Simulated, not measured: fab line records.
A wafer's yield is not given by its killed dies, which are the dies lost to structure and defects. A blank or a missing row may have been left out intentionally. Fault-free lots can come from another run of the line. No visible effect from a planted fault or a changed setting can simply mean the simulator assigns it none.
Lot-split experiment	flow n5Finfet	on a route of 1938 steps: 7 lots, 39 wafers read

## THE SPLIT
At N5_FIN_CUT_CUT_ETCH_15 (etches Si in HBr/Cl2/O2, target depth 100 nm, bt time 10 s, time 42.4 s), the setting timeS was moved away from the recipe's 42.4 s on 12 of the 39 wafers read, by -57.3% to -19.8%. All remaining wafers had this setting at the recipe value.

The reading comes from the split's own step.

## THE READING
SOC_of_FIN_CUT_COAT_18.thkNm (the simulator's own value, which no gauge read), in nm, at N5_FIN_CUT_CUT_ETCH_15 (etches Si in HBr/Cl2/O2, target depth 100 nm, bt time 10 s, time 42.4 s). The file does not state a usual value for it. Here, 27 wafers ran the recipe; their average is 170.6 nm with a standard deviation of 0.97 nm.

wafer	tool, chamber at the split	timeS as run, s	against the recipe	SOC_of_FIN_CUT_COAT_18.thkNm, nm	against lot-mates on the recipe
L076.1	rieSi-04, 2	42.4	recipe	172.4	-
L076.2	rieSi-04, 1	42.4	recipe	171	-
L076.3	rieSi-04, 3	42.4	recipe	169.2	-
L076.4	rieSi-04, 0	30.57	-27.9%	180.2	+9.3
L076.5	rieSi-04, 1	30.57	-27.9%	180.8	+9.9
L076.6	rieSi-04, 2	30.57	-27.9%	181.8	+10.9
L077.1	rieSi-04, 3	42.4	recipe	169.6	-
L077.2	rieSi-04, 1	42.4	recipe	170	-
L077.3	rieSi-04, 2	34.02	-19.8%	179.2	+9.8
L077.4	rieSi-04, 0	34.02	-19.8%	177.8	+8.4
L077.5	rieSi-04, 0	34.02	-19.8%	177	+7.6
L077.6	rieSi-04, 1	42.4	recipe	168.6	-
L079.1	rieSi-04, 0	30.38	-28.3%	181.2	+10.6
L079.2	rieSi-04, 3	30.38	-28.3%	180.2	+9.6
L079.3	rieSi-04, 1	42.4	recipe	170.4	-
L079.4	rieSi-04, 2	30.38	-28.3%	183	+12.4
L079.5	rieSi-04, 3	42.4	recipe	169.2	-
L079.6	rieSi-04, 2	42.4	recipe	172.2	-
L082.1	rieSi-06, 2	42.4	recipe	171	-
L082.4	rieSi-06, 0	42.4	recipe	170.6	-
L082.6	rieSi-06, 2	42.4	recipe	171.4	-
L083.1	rieSi-06, 0	42.4	recipe	169.4	-
L083.2	rieSi-06, 3	42.4	recipe	170	-
L083.3	rieSi-06, 1	42.4	recipe	171.2	-
L083.4	rieSi-06, 2	42.4	recipe	171.2	-
L083.5	rieSi-06, 3	42.4	recipe	172	-
L083.6	rieSi-06, 2	42.4	recipe	169.8	-
L087.1	rieSi-06, 1	42.4	recipe	171.6	-
L087.2	rieSi-06, 3	42.4	recipe	171	-
L087.3	rieSi-06, 0	42.4	recipe	169.4	-
L087.4	rieSi-06, 2	42.4	recipe	170.2	-
L087.5	rieSi-06, 3	42.4	recipe	170.8	-
L087.6	rieSi-06, 2	42.4	recipe	169.8	-
L092.1	rieSi-04, 1	42.4	recipe	171.2	-
L092.2	rieSi-04, 2	18.12	-57.3%	193.4	+22.3
L092.3	rieSi-04, 3	18.12	-57.3%	191	+19.9
L092.4	rieSi-04, 0	42.4	recipe	171.4	-
L092.5	rieSi-04, 3	42.4	recipe	170.6	-
L092.6	rieSi-04, 0	18.12	-57.3%	191.8	+20.7

THE FIT
A straight line over all 39 wafers: SOC_of_FIN_CUT_COAT_18.thkNm changes by -0.376 nm for each +1% of timeS; r = -0.99; the points scatter about the line by 0.99 nm.
The same after taking each lot's own level away (the mean of its wafers on the recipe; 39 wafers): -0.371 nm for each +1%; r = -0.99; scatter 0.99 nm.
That fit puts the effect of the largest move of timeS on the reading at 21 nm.
From 169.40 to 171.07 nm: that is the span of the lots' own levels, equal to 1.7 times the standard deviation above.
So the lot-to-lot level changes the slope little: the two slopes agree.
Check: +21.1 nm against its lot-mates is what the line predicts for one of the wafers moved furthest among these (-57.3%) when that wafer is left out of the fit. It came out at +22.3 nm against them.

## THE WHOLE CHAIN: every reading that the file lists as answering this split, in the file's order
step	what it does	reading	change (the file's fit)	r (the file's)
N5_FIN_CUT_CUT_ETCH_15	etches Si in HBr/Cl2/O2, target depth 100 nm, bt time 10 s, time 42.4 s	FIN_CUT.featureDepthNm (the simulator's own value, which no gauge read)	+1 nm for each +1% of the setting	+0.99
N5_FIN_CUT_CUT_ETCH_15	etches Si in HBr/Cl2/O2, target depth 100 nm, bt time 10 s, time 42.4 s	etch.depthNm (the simulator's own value, which no gauge read)	+1 nm for each +1% of the setting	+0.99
N5_FIN_CUT_CUT_ETCH_15	etches Si in HBr/Cl2/O2, target depth 100 nm, bt time 10 s, time 42.4 s	SOC_of_FIN_CUT_COAT_18.thkNm (the simulator's own value, which no gauge read)	-0.373 nm for each +1% of the setting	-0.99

## THE FILE'S OWN FIT
SOC_of_FIN_CUT_COAT_18.thkNm changes by -0.373 nm for each +1% of timeS, r = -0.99.
